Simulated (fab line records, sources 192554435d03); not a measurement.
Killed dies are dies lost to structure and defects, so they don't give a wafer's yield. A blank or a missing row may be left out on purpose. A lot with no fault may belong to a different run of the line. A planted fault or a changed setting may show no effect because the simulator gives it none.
Which tool did it? + flow n5_finfet + 10 lots, 29 wafers sampled, at 5 steps of a route of 1938

WHAT EACH GAUGE READ, for each wafer
N5_BEOL_M3_CD_MEAS_11: target cd 17.05 nm. Usual: cd_nm 16.93 nm, standard deviation 0.24.
| lot  | measured     | on        | cd_nm (nm)        | flag |
|------|--------------|-----------|-------------------|------|
| L932 | day 7 00:25  | cd_sem-02 | 16.89 16.83 16.80 |      |
| L933 | day 7 02:08  | cd_sem-01 | 16.67 16.57 16.59 |      |
| L934 | day 7 17:59  | cd_sem-01 | 16.99 17.24       |      |
| L936 | day 8 01:32  | cd_sem-01 | 17.09 16.94 17.07 |      |
| L943 | day 10 15:32 | cd_sem-03 | 16.61 16.90 16.66 |      |
| L945 | day 10 15:55 | cd_sem-02 | 17.00 17.02 16.73 |      |
| L948 | day 11 02:58 | cd_sem-01 | 17.12 16.76 17.16 |      |
| L949 | day 11 08:04 | cd_sem-03 | 17.22 16.87 16.67 |      |
| L950 | day 11 15:04 | cd_sem-02 | 17.23 17.09 16.71 |      |
| L955 | day 13 03:50 | cd_sem-02 | 17.03 16.69 16.41 |      |

N5_BEOL_M3_OCD_MEAS_38. Usual: trench_depth_nm 55.5 nm, standard deviation 1.3.
| lot  | measured     | on     | trench_depth_nm (nm) | flag |
|------|--------------|--------|----------------------|------|
| L932 | day 7 02:15  | ocd-02 | 56.7 55.7 57.7       |      |
| L933 | day 7 09:58  | ocd-02 | 55.0 55.6 56.1       |      |
| L934 | day 7 19:41  | ocd-01 | 54.5 54.6            |      |
| L936 | day 8 06:53  | ocd-01 | 56.4 55.6 56.4       |      |
| L943 | day 10 19:59 | ocd-01 | 54.4 55.6 55.5       |      |
| L945 | day 10 23:26 | ocd-01 | 55.3 55.6 55.0       |      |
| L948 | day 11 07:34 | ocd-01 | 55.9 55.5 56.1       |      |
| L949 | day 11 14:20 | ocd-02 | 55.6 55.2 56.0       |      |
| L950 | day 12 08:47 | ocd-02 | 57.4 55.7 55.4       |      |
| L955 | day 13 11:20 | ocd-02 | 55.8 57.2 56.7       |      |

N5_BEOL_M4_RC_MEAS_101. Usual: DIBL_N 37.5 mV/V, standard deviation 2.5; DIBL_P 38 mV/V, standard deviation 3.1; IOFF_N 0.19 nA/um, standard deviation 0.059; IOFF_P 0.24 nA/um, standard deviation 0.061; ION_N 679 uA/um, standard deviation 16; ION_P 465 uA/um, standard deviation 9.8; SS_N 72.0 mV/dec, standard deviation 0.8; SS_P 73.7 mV/dec, standard deviation 0.86; VT_N 248 mV, standard deviation 4.5; VT_P -249 mV, standard deviation 3.5.
| lot  | measured     | on        | DIBL_N (mV/V)  | DIBL_P (mV/V) | IOFF_N (nA/um) | IOFF_P (nA/um) | ION_N (uA/um) | ION_P (uA/um) | SS_N (mV/dec)  | SS_P (mV/dec)  | VT_N (mV)   | VT_P (mV)      | flag |
|------|--------------|-----------|----------------|---------------|----------------|----------------|---------------|---------------|----------------|----------------|-------------|----------------|------|
| L932 | day 7 19:21  | prober-02 | 34.1 37.8 39.7 | 36 37 40      | 0.12 0.18 0.23 | 0.20 0.22 0.27 | 659 678 679   | 459 466 459   | 70.6 72.3 72.7 | 72.8 73.5 74.2 | 254 251 248 | -249 -250 -245 |      |
| L933 | day 8 02:04  | prober-02 | 37.3 37.3 37.4 | 38 40 38      | 0.18 0.19 0.18 | 0.23 0.27 0.22 | 677 675 676   | 459 465 460   | 72.0 72.5 72.6 | 73.5 74.2 73.8 | 250 248 255 | -250 -248 -252 |      |
| L934 | day 8 11:52  | prober-02 | 37.4 35.7      | 40 38         | 0.18 0.14      | 0.24 0.19      | 675 666       | 466 463       | 71.5 71.5      | 73.8 73.9      | 248 254     | -248 -252      |      |
| L936 | day 8 20:35  | prober-02 | 37.5 41.0 37.7 | 38 43 38      | 0.19 0.31 0.18 | 0.24 0.37 0.25 | 679 711 683   | 463 480 469   | 71.3 72.8 72.1 | 73.4 75.0 73.4 | 249 238 248 | -248 -242 -247 |      |
| L943 | day 11 12:04 | prober-02 | 39.0 36.6 42.2 | 40 38 45      | 0.23 0.17 0.37 | 0.28 0.24 0.43 | 694 672 714   | 469 463 484   | 71.8 71.9 72.8 | 73.5 73.4 74.8 | 244 249 238 | -247 -248 -242 |      |
| L945 | day 11 17:02 | prober-02 | 37.5 36.4 36.5 | 37 34 35      | 0.20 0.16 0.18 | 0.30 0.23 0.26 | 706 689 684   | 489 470 479   | 70.9 72.0 71.7 | 73.4 72.9 72.7 | 242 249 249 | -244 -248 -244 |      |
| L948 | day 11 22:50 | prober-02 | 36.4 36.4 37.9 | 37 37 40      | 0.15 0.15 0.19 | 0.19 0.20 0.24 | 668 679 689   | 458 466 471   | 71.9 72.0 72.1 | 73.5 73.8 74.0 | 253 252 248 | -251 -252 -248 |      |
| L949 | day 12 19:31 | prober-01 | 40.7 38.4 34.4 | 41 37 34      | 0.24 0.19 0.12 | 0.26 0.20 0.16 | 697 664 658   | 471 453 449   | 72.1 72.4 71.9 | 74.2 73.8 72.4 | 243 251 255 | -248 -255 -254 |      |
| L950 | day 12 20:11 | prober-02 | 34.5 36.0 39.9 | 35 35 40      | 0.14 0.14 0.24 | 0.21 0.20 0.28 | 668 668 696   | 462 459 475   | 70.9 71.2 71.8 | 73.5 73.8 74.1 | 249 251 244 | -249 -250 -246 |      |
| L955 | day 14 05:08 | prober-02 | 36.5 36.5 36.0 | 37 39 37      | 0.18 0.19 0.15 | 0.22 0.27 0.20 | 681 690 677   | 462 476 461   | 72.6 72.7 72.3 | 73.0 74.0 73.7 | 250 247 253 | -249 -247 -253 |      |

WHAT TOOL EACH LOT RAN ON (gives the tool, then ch and the chambers of the sampled wafers, and finally the start)
| lot  | N5_BEOL_M3_ETCH_69                 | N5_BEOL_M3_ETCH_70                 |
|------|------------------------------------|------------------------------------|
| L932 | rie_diel-02 ch 0,3, day 7 01:37    | rie_diel-06 ch 0,2,3, day 7 01:54  |
| L933 | rie_diel-06 ch 0,2, day 7 03:53    | rie_diel-06 ch 0,2,3, day 7 09:36  |
| L934 | rie_diel-02 ch 1, day 7 19:02      | rie_diel-04 ch 2, day 7 19:20      |
| L936 | rie_diel-02 ch 2,3, day 8 02:52    | rie_diel-06 ch 0,2, day 8 06:31    |
| L943 | rie_diel-02 ch 0,2, day 10 17:03   | rie_diel-06 ch 0,2,3, day 10 19:38 |
| L945 | rie_diel-06 ch 0,1,3, day 10 17:29 | rie_diel-06 ch 0,3, day 10 23:04   |
| L948 | rie_diel-04 ch 0,1, day 11 04:10   | rie_diel-02 ch 1,2,3, day 11 07:13 |
| L949 | rie_diel-06 ch 0,3, day 11 09:20   | rie_diel-02 ch 1,3, day 11 13:58   |
| L950 | rie_diel-06 ch 0,1,2, day 11 16:32 | rie_diel-02 ch 0,2,3, day 12 08:26 |
| L955 | rie_diel-04 ch 0,2, day 13 04:53   | rie_diel-06 ch 1,3, day 13 10:59   |
- N5_BEOL_M3_ETCH_69: etches SiARC in CF4, target depth 15.6 nm, time 26 s.
- N5_BEOL_M3_ETCH_70: etches SOC in N2/H2, target depth 80 nm, overetch 16 nm, time 120 s.

WHAT THE TOOLS THEMSELVES READ (means of the sampled wafers that have a number; where no wafer has one, the mark that the record gives instead)
N5_BEOL_M3_ETCH_69. Usual: drypump_motor_current_A is 5.5 A with standard deviation 0.36, etch_rf_on_time_s is 26.1 s with standard deviation 0.87, oes_product_au is 0.67 a.u. with standard deviation 0.074, rf_fwd_power_W is 532.6 W with standard deviation 2.3, rf_vpp_V is 184.1 V with standard deviation 1.2, showerhead_plenum_p_Torr is 2.15 Torr with standard deviation 0.067, and throttle_valve_pct is 15.65 % with standard deviation 0.21.
| lot  | tool        | drypump_motor_current_A (A) | etch_rf_on_time_s (s) | oes_product_au (a.u.) | rf_fwd_power_W (W) | rf_vpp_V (V) | showerhead_plenum_p_Torr (Torr) | throttle_valve_pct (%) | flag |
|------|-------------|-----------------------------|-----------------------|-----------------------|--------------------|--------------|---------------------------------|------------------------|------|
| L932 | rie_diel-02 | 5.1                         | 26.6                  | 0.65                  | 533.7              | 184.2        | 2.18                            | 15.90                  |      |
| L933 | rie_diel-06 | 5.9                         | 25.5                  | 0.66                  | 534.8              | 184.8        | 2.17                            | 15.60                  |      |
| L934 | rie_diel-02 | 6.0                         | 26.4                  | 0.60                  | 532.1              | 184.3        | 2.13                            | 15.80                  |      |
| L936 | rie_diel-02 | 5.8                         | 25.1                  | 0.81                  | 531.5              | 183.8        | 2.15                            | 15.35                  |      |
| L943 | rie_diel-02 | 5.4                         | 25.6                  | 0.72                  | 534.0              | 183.9        | 2.11                            | 15.48                  |      |
| L945 | rie_diel-06 | 5.4                         | 25.7                  | 0.69                  | 531.7              | 183.9        | 2.19                            | 15.60                  |      |
| L948 | rie_diel-04 | 5.2                         | 27.9                  | 0.61                  | 532.4              | 183.6        | 2.10                            | 15.78                  |      |
| L949 | rie_diel-06 | 5.4                         | 25.7                  | 0.65                  | 532.4              | 184.7        | 2.23                            | 15.57                  |      |
| L950 | rie_diel-06 | 5.7                         | 25.1                  | 0.66                  | 533.0              | 184.9        | 2.15                            | 15.72                  |      |
| L955 | rie_diel-04 | 5.6                         | 26.9                  | 0.66                  | 533.2              | 182.7        | 2.08                            | 15.61                  |      |

N5_BEOL_M3_ETCH_70. Usual: drypump_motor_current_A 5.6 A, standard deviation 0.36; oes_product_au 0.61 a.u., standard deviation 0.061; rf_fwd_power_W 836 W, standard deviation 3.1; rf_vpp_V 524.2 V, standard deviation 2.6; showerhead_plenum_p_Torr 2.56 Torr, standard deviation 0.1; throttle_valve_pct 17.87 %, standard deviation 0.23.
| lot  | tool        | drypump_motor_current_A (A) | oes_product_au (a.u.) | rf_fwd_power_W (W) | rf_vpp_V (V) | showerhead_plenum_p_Torr (Torr) | throttle_valve_pct (%) | flag |
|------|-------------|-----------------------------|-----------------------|--------------------|--------------|---------------------------------|------------------------|------|
| L932 | rie_diel-06 | 5.6                         | 0.62                  | 836                | 526.5        | 2.65                            | 17.83                  |      |
| L933 | rie_diel-06 | 5.6                         | 0.61                  | 834                | 526.3        | 2.65                            | 17.84                  |      |
| L934 | rie_diel-04 | 5.7                         | 0.56                  | 838                | 519.9        | 2.42                            | 17.68                  |      |
| L936 | rie_diel-06 | 5.7                         | 0.57                  | 837                | 525.1        | 2.63                            | 17.98                  |      |
| L943 | rie_diel-06 | 5.6                         | 0.60                  | 903                | 514.0        | 2.64                            | 17.88                  | OFF  |
| L945 | rie_diel-06 | 5.3                         | 0.62                  | 901                | 514.9        | 2.69                            | 17.82                  | OFF  |
| L948 | rie_diel-02 | 5.8                         | 0.62                  | 835                | 525.0        | 2.55                            | 17.85                  |      |
| L949 | rie_diel-02 | 5.9                         | 0.57                  | 838                | 524.4        | 2.56                            | 18.01                  |      |
| L950 | rie_diel-02 | 5.4                         | 0.69                  | 834                | 523.5        | 2.56                            | 17.83                  |      |
| L955 | rie_diel-06 | 5.3                         | 0.63                  | 834                | 525.5        | 2.63                            | 17.81                  |      |

THE ANSWER, worked out from the rows above alone
Rule: a lot counts as off when the mean over its wafers that have a number is more than 3 standard deviations away from the usual mean. Also off: a lot with no number at a reading for which 4 or more lots have one. Any other lot the step has rows for is counted as sound. The gauges are gone through in route order, then the tools' own readings, and for those a lot's mean is taken as printed above. At the first step where some lot is off, the reading lying furthest off is the one used; lots without a number count as furthest.
Off: L943, L945 (N5_BEOL_M3_ETCH_70, rf_fwd_power_W).
If a tool, at that step or one of the process steps before it, ran each lot that is off and ran no sound lot following the first of them, it fits. None of those tried fits.

WHAT THE SIMULATOR HAD PUT IN
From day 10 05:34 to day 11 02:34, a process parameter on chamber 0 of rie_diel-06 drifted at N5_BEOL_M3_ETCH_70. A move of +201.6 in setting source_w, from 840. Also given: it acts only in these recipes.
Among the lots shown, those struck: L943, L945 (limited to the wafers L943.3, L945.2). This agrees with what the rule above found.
